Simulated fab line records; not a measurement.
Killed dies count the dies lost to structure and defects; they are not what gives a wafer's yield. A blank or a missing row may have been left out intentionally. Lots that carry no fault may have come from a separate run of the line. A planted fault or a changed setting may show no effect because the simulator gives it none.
A lot that was struck, set against a sound lot ; flow n5Finfet ; 16 out of 1938 route steps
Sound: the wafers L929.3, L929.4, L929.6. Struck: wafer L936.2. (L936.6 of the same lot was not struck and is left out.) The cause comes at the end.
Order at every step that has rows: each side's tool, ch and its chambers, its first start. Under that, the readings that differ: sound wafers ; struck wafers ; difference of the means ; sigmas: that difference in standard deviations of wafers without a fault.
alike: readings with means less than 2 such deviations apart, plus words and numbers identical on both sides. not compared: withheld readings, readings lacking a value on some wafer, bounds such as >300 that could conceal the same value, and numbers that have no deviation in the record and whose values overlap.
Wherever a step has rows on one side only, a row that says differs or no value, or a row with sigmas, the two part there. Numbers that have no deviation but don't overlap get no sigmas and don't part them. A reading missing from all wafers of one side parts the sides only when that side holds two or more wafers.

first, 8 steps without rows for these wafers: N5_BEOL_M3_COAT_62 (time 60 s, resist thk 12 nm); N5_BEOL_M3_COAT_73 (time 60 s, resist thk 5 nm); N5_BEOL_M3_COAT_05 (resist thk 30 nm); N5_BEOL_M3_EBR_07; N5_BEOL_M3_SOFTBAKE_06 (time 60 s); N5_BEOL_M3_EXPOSE_08 (exposes mask M3); N5_BEOL_M3_PEB_09 (peb time 60 s); N5_BEOL_M3_DEVELOP_10 (develop time 30 s).
N5_BEOL_M3_CD_MEAS_11: target cd 17.05 nm.
  sound on cdSem-03 ch 0, day 8 01:37; struck on cdSem-01 ch 0, day 9 05:31
reading;sound;struck;difference;sigmas
cdNm (nm);17.13 17.07 16.70;17.54;+0.57;+2
N5_BEOL_M3_OVL_MEAS_12:
  sound on overlay-01 ch 0, day 8 01:40; struck on overlay-02 ch 0, day 9 05:32
  alike: M3_OVL
N5_BEOL_M3_INSPECT_13: inspects for defects (brightfield).
  sound on defectInspect-02 at day 8 01:43; struck on defectInspect-02 at day 9 05:35
  alike: rawDefectCount
N5_BEOL_M3_DESCUM_16: chemistry O2, time 7 s.
  sound on rieDiel-04 ch 2,3, day 8 01:44; struck on rieDiel-06 ch 1, day 9 05:38
reading;sound;struck;difference;sigmas
o2FlowSccm (sccm);224.6 224.2 224.3;226.5;+2.1;+3
  alike: drypumpMotorCurrentA, oesProductAu, rfVppV, showerheadPlenumPTorr, throttleValvePct
  not compared: rfHoursCounterH
N5_BEOL_M3_ETCH_74: etches underlayer in N2/H2, target depth 6.5 nm, time 5.2 s.
  sound on rieDiel-04 ch 2,3, day 8 01:47; struck on rieDiel-06 ch 1, day 9 05:40
reading;sound;struck;difference;sigmas
etchRfOnTimeS (s);5.20 5.35 5.15;4.14;-1.09;-7
oesProductAu (a.u.);0.58 0.62 0.58;0.73;+0.14;+2
  alike: biasW, drypumpMotorCurrentA, rfVppV, showerheadPlenumPTorr, throttleValvePct
  not compared: rfHoursCounterH
N5_BEOL_M3_ETCH_63: etches SiARC in CF4, target depth 15.6 nm, time 26 s.
  sound on rieDiel-04 ch 2,3, day 8 01:47; struck on rieDiel-06 ch 1, day 9 05:41
  alike: biasW, drypumpMotorCurrentA, etchRfOnTimeS, oesProductAu, rfVppV, showerheadPlenumPTorr, throttleValvePct
  not compared: rfHoursCounterH
N5_BEOL_M4_RC_MEAS_101:
  sound on prober-02 ch 0, day 9 08:33; struck on prober-02 ch 0, day 10 18:28
reading;sound;struck;difference;sigmas
SS_P (mV/dec);72.2 72.2 72.4;74.2;+1.9;+3
  alike: DIBL_N, DIBL_P, IOFF_N, IOFF_P, ION_N, ION_P, SS_N, VT_N, VT_P
-- here the record skips 5 days between the struck wafers' starts before and after, leaving off in module BEOL_M4 and picking up in module PASSIVATION (first step shown: number 1936 of the route) --
N5_PASSIVATION_PROBE_49:
  sound on prober-02 at day 14 00:32; struck on prober-02 at day 15 11:12
reading;sound;struck;difference;sigmas
killedAtContacts;22 15 12;28;+12;+2
  alike: defectLimitedYield, killed_at_M0_to_M3, killed_at_M4_up, killedAtFrontEnd, killedAtOther, killedDies, killedOpen, killedShort, sort_bin_5_function, sort_bin_6_memory, sortNPass, sortYieldPct

== WHERE THEY PART ==
At N5_BEOL_M3_CD_MEAS_11 first; at N5_PASSIVATION_PROBE_49 last (within this record only).

WHY: the cause the simulator had injected
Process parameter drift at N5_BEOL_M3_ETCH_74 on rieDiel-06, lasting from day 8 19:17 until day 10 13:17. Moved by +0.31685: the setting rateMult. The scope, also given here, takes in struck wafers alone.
